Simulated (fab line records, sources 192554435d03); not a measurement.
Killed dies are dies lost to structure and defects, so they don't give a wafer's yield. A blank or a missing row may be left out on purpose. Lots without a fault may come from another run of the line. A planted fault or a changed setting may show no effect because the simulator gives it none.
fab line records | flow n5_finfet | part 2 of 2: steps 22 to 29 of 29
record lots=5 wafers=15 last_day=16
route steps=1938 shown SDB@350 DUMMY_REMOVAL@377
lots that met no fault: from a run of the same line without faults
start_h: hours from the record's first day to the start of the lot's first wafer shown | wait_h: hours since the lot's step before | " the same as in the row above | L1.1+2: a row that stands for several wafers | - no value, or no start given | * or withheld: withheld | < > ~ a bound
route shown NAME@n: a module of which the file shows steps, and the number in the route of the first | usual: mean/standard deviation of fault-free wafers | same: alike in all rows | chamber/n: place in a boat | sites: the reading at each site | _std_site: their standard deviation | _edge_site: outer sites' mean less inner sites' | radius_mm: how far each site lies from the wafer's centre | mask NAME#n: copy n | behind: the tool/chamber that last shaped the wafer | hold: why the lot was held/for how many hours/how that ended | device: the transistor (n, p or np) that didn't switch | end of line: the same wafers' tests at the end of the route | a step without rows: its recipe alone | killed: dies lost to structure and defects at the first sort, not the wafer's yield | map: a wafer's dies, x killed, . not, _ none there
set.NAME: the setting as run; set.NAME@STEP: as run at that earlier step | model.NAME: the simulator's own value behind a step, which no gauge read
lots at some steps of the route; a table a step, a row a wafer
services: from which hour (start_h, from the record's first day; less than 0 if before it) a tool's chamber was out of use, for how many hours, and why
## steps
# step N5_SDB_PRECLEAN_39
# recipe chemistry=O3/DIW time_s=45 temp_c=22 o3_ppm=10
# usual o3_ppm=10.00/0.093
# columns lot.wafer tool chamber start_h wait_h o3_ppm
L074.1 wet_bench-01 5 71.17 0.0 9.84
L074.2 " 2 " " 10.00
L074.6 " 4 " " 9.85
L077.2 wet_bench-03 5 84.01 0.0 9.90
L077.4 " 6 " " 10.04
L077.5 " 4 " " 9.90
L081.3 wet_bench-06 2 110.69 0.0 9.94
L081.4 " 7 " " 9.95
L081.6 " 3 " " 9.96
L085.1 wet_bench-06 1 140.71 0.0 10.03
L085.3 " 6 " " 10.05
L085.5 " 7 " " 9.93
L093.2 wet_bench-03 6 185.74 0.0 10.05
L093.3 " 2 " " 10.03
L093.5 " 7 " " 9.90
# step N5_SDB_SRD_28
# recipe dry=ipa_marangoni time_s=30 temp_c=23 rinse_liquid=diw
# columns lot.wafer tool chamber start_h wait_h
L074.1+2+6 wet_bench-01 5,2,4 71.18 0.0
L077.2+4+5 wet_bench-03 5,6,4 84.02 0.0
L081.3+4+6 wet_bench-06 2,7,3 110.70 0.0
L085.1+3+5 wet_bench-06 1,6,7 140.73 0.0
L093.2+3+5 wet_bench-03 6,2,7 185.76 0.0
# step N5_SDB_ALD_29
# recipe material=SiNx target_thk_a=300 temp_c=400 ald_precursor_family=SiH2I2 ald_co_reactant=N2/H2-plasma pulse_time_s=1 ald_cycles=600 purge_time_s=2 co_reactant_purge_time_s=2 pressure_torr=2
# usual heater_power_outer_w=505/28 heater_power_w=825/55 precursor_pulse_height_rel=0.999/0.02
# same purge_time_s=2
# columns lot.wafer tool chamber start_h wait_h heater_power_outer_w heater_power_w precursor_pulse_height_rel
L074.1 ald_sin-04 2 71.46 0.3 527 843 1.054
L074.2 " 0 " " 503 844 0.988
L074.6 " 0 72.81 1.6 500 825 1.004
L077.2 ald_sin-02 2 84.07 0.0 467 772 1.019
L077.4 " 3 85.42 1.4 527 889 0.982
L077.5 " 0 " " 504 837 1.004
L081.3 ald_sin-01 2 110.75 0.0 530 849 1.000
L081.4 " 3 " " 539 918 1.014
L081.6 " 1 112.10 1.4 448 691 0.999
L085.1 ald_sin-01 3 140.78 0.0 547 875 0.973
L085.3 " 0 " " 497 850 1.001
L085.5 " 2 142.13 1.4 536 858 0.983
L093.2 ald_sin-01 1 185.85 0.1 460 722 0.978
L093.3 " 2 " " 524 863 1.003
L093.5 " 1 187.20 1.4 459 726 0.970
# step N5_SDB_CMP_30
# recipe stop_on=poly-Si t_overpolish_s=1.54 post_cmp_clean=alkaline_brush down_force_psi=4.1491 platen_rpm=51.796 pad_velocity_m_s=1.0306 target_thk_nm=30
# usual motor_current_A=12.3/1 overpolish_run_s=1.540/0.0097 retaining_ring_pressure_frac=1.000/0.0047 time_to_endpoint_s=18.2/2.6
# columns lot.wafer tool chamber start_h wait_h motor_current_A overpolish_run_s retaining_ring_pressure_frac time_to_endpoint_s
L074.2 cmp-03 3 74.23 1.4 13.6 1.544 1.006 13.6
L074.1 " 1 " " 12.9 1.544 1.010 17.3
L074.6 " 2 " " 11.6 1.559 1.002 18.1
L077.2 cmp-04 3 86.80 1.4 13.0 1.554 1.001 21.1
L077.4 " 2 " " 12.6 1.551 0.997 21.3
L077.5 " 0 " " 11.8 1.522 0.998 20.1
L081.4 cmp-03 1 113.56 1.5 12.6 1.525 0.997 21.2
L081.3 " 2 " " 11.7 1.537 1.000 20.6
L081.6 " 0 " " 12.6 1.544 0.994 21.1
L085.1 cmp-04 2 143.55 1.4 13.3 1.538 1.012 17.3
L085.3 " 0 " " 12.2 1.541 0.994 21.5
L085.5 " 2 " " 13.1 1.543 1.008 18.1
L093.3 cmp-01 1 188.62 1.4 10.8 1.533 1.008 15.0
L093.2 " 2 " " 11.2 1.540 0.999 16.5
L093.5 " 1 " " 10.7 1.540 0.997 16.6
# step N5_SDB_THK_MEAS_31
# recipe reads=a-Si_of_DUMMY_GATE_CVD_03
# usual SDB_THK=64.2/1
# columns lot.wafer tool chamber start_h wait_h SDB_THK[nm]
L074.1 film_metro-02 - 74.49 - 64.6
L074.2 " - " " 65.1
L074.6 " - " " 64.6
L077.2 film_metro-02 - 87.10 - 63.8
L077.4 " - " " 62.2
L077.5 " - " " 64.3
L081.3 film_metro-01 - 113.78 - 64.7
L081.4 " - " " 62.9
L081.6 " - " " 64.5
L085.1 film_metro-01 - 143.80 - 64.6
L085.3 " - " " 63.6
L085.5 " - " " 64.1
L093.2 film_metro-01 - 188.88 - 63.5
L093.3 " - " " 63.9
L093.5 " - " " 63.8
# step N5_SDB_INSPECT_36
# recipe inspect_instrument=darkfield mode=post_cmp
# usual raw_defect_count=38/18
# columns lot.wafer tool chamber start_h wait_h raw_defect_count
L074.1 defect_inspect-02 - 74.51 0.0 37
L074.2 " - " " 31
L074.6 " - " " 44
L077.2 defect_inspect-01 - 87.12 0.0 63
L077.4 " - " " 107
L077.5 " - " " 71
L081.3 defect_inspect-01 - 113.81 0.0 27
L081.4 " - " " 11
L081.6 " - " " 11
L085.1 defect_inspect-01 - 143.83 0.0 75
L085.3 " - " " 86
L085.5 " - " " 73
L093.2 defect_inspect-01 - 188.90 0.0 45
L093.3 " - " " 59
L093.5 " - " " 42
# step N5_DUMMY_REMOVAL_HM_STRIP_01
# recipe chemistry=CH3F/O2 material=SiNx target_depth_a=40 stop_on=poly-Si time_s=6.8 over_etch_frac=0.3 ion_energy_ev=60 power_w=410 bias_w=29 Ar_flow_sccm=150 CH3F_flow_sccm=30 O2_flow_sccm=20
# usual drypump_motor_current_A=5.8/0.65 oes_product_au=0.62/0.068 rf_vpp_V=127.5/1.1 showerhead_plenum_p_Torr=2.01/0.081 throttle_valve_pct=16.35/0.23
# columns lot.wafer tool chamber start_h wait_h drypump_motor_current_A oes_product_au rf_hours_counter_h rf_vpp_V showerhead_plenum_p_Torr throttle_valve_pct
L074.1 rie_diel-01 1 74.55 0.0 4.7 0.57 228 128.8 2.06 16.65
L074.2 " 2 " " 6.6 0.57 216 129.5 1.98 16.66
L074.6 " 2 " " 6.6 0.57 - 128.2 1.98 16.66
L077.2 rie_diel-04 1 87.16 0.0 5.4 0.56 232 129.0 2.07 16.62
L077.4 " 3 " " 6.7 0.57 181 124.2 1.91 16.17
L077.5 " 1 " " 5.4 0.56 - 128.1 2.07 16.62
L081.3 rie_diel-03 3 113.84 0.0 6.4 0.57 248 126.2 1.89 16.41
L081.4 " 0 " " 5.1 0.61 149 126.4 1.92 16.16
L081.6 " 3 " " 6.4 0.56 - 126.0 1.89 16.42
L085.1 rie_diel-04 0 144.10 0.3 5.4 0.63 146 129.0 2.09 16.46
L085.3 " 3 " " 6.8 0.56 198 126.6 1.90 16.19
L085.5 " 0 " " 5.4 0.63 - 129.0 2.09 16.47
L093.2 rie_diel-01 3 189.07 0.2 6.2 0.63 111 127.7 1.93 16.15
L093.3 " 0 " " 5.9 0.74 25 128.1 2.12 16.03
L093.5 " 3 " " 6.2 0.63 - 127.1 1.93 16.15
# step N5_DUMMY_REMOVAL_STRIP_10
# recipe chemistry=N2/H2 time_s=40 power_w=100 temp_c=40 pressure_mtorr=100 rf_frequency_hz=6e+07 bias_power_w=3 n2_flow_sccm=300 h2_flow_sccm=300
# usual drypump_motor_current_A=5.8/0.65 oes_product_au=0.76/0.09 rf_vpp_V=45.3/0.9 showerhead_plenum_p_Torr=3.39/0.13 throttle_valve_pct=12.24/0.26
# columns lot.wafer tool chamber start_h wait_h drypump_motor_current_A oes_product_au rf_hours_counter_h rf_vpp_V showerhead_plenum_p_Torr throttle_valve_pct
L074.1 rie_diel-01 1 74.58 0.0 4.7 0.69 228 45.1 3.48 12.56
L074.2 " 2 " " 6.6 0.68 216 46.1 3.34 12.59
L074.6 " 2 " " 6.6 0.70 - 46.5 3.34 12.60
L077.2 rie_diel-04 1 87.19 0.0 5.4 0.70 232 46.0 3.45 12.43
L077.4 " 3 " " 6.7 0.70 181 45.9 3.23 12.07
L077.5 " 1 " " 5.4 0.69 - 43.9 3.45 12.45
L081.3 rie_diel-03 3 113.87 0.0 6.5 0.69 248 44.3 3.19 12.40
L081.4 " 0 " " 5.1 0.75 149 46.7 3.24 12.06
L081.6 " 3 " " 6.5 0.69 - 43.4 3.19 12.38
L085.1 rie_diel-04 0 144.14 0.0 5.4 0.78 146 44.7 3.52 12.39
L085.3 " 3 " " 6.8 0.70 198 44.1 3.22 12.10
L085.5 " 0 " " 5.4 0.78 - 45.1 3.52 12.38
L093.2 rie_diel-01 3 189.10 0.0 6.2 0.77 111 45.2 3.27 12.05
L093.3 " 0 " " 5.8 0.93 25 47.0 3.58 11.81
L093.5 " 3 " " 6.2 0.78 - 45.0 3.27 12.03
## services
# columns tool chamber start_h hours kind
arfi_scanner-02 - 52.53 1.0 pm
rie_diel-05 2 52.94 3.9 repair
rie_diel-06 0 52.95 4.0 repair
ald_sin-01 0 60.25 10.6 repair
wet_bench-06 - 66.94 1.3 repair
ald_sin-01 - 68.04 14.6 pm
rie_diel-06 0 71.63 6.5 repair
rie_diel-02 - 77.79 0.1 repair
rie_diel-04 0 78.56 1.2 repair
rie_diel-02 - 80.40 2.8 pm
rie_diel-05 3 85.44 2.8 repair
ald_sin-01 - 85.75 14.0 pm
wet_bench-01 - 98.76 3.3 repair
rie_diel-06 1 99.50 6.9 repair
rie_si-04 - 111.63 2.9 repair
arfi_scanner-02 - 117.78 1.3 pm
rie_si-04 - 118.74 14.6 pm
rie_diel-04 2 124.85 24.6 repair
arfi_scanner-02 - 127.86 1.0 repair
arfi_scanner-02 - 133.15 1.0 pm
rie_si-04 2 147.65 6.1 repair
plasma_asher-01 - 158.26 1.1 repair
rie_diel-04 0 161.53 6.6 repair
wet_bench-06 - 187.69 1.9 pm
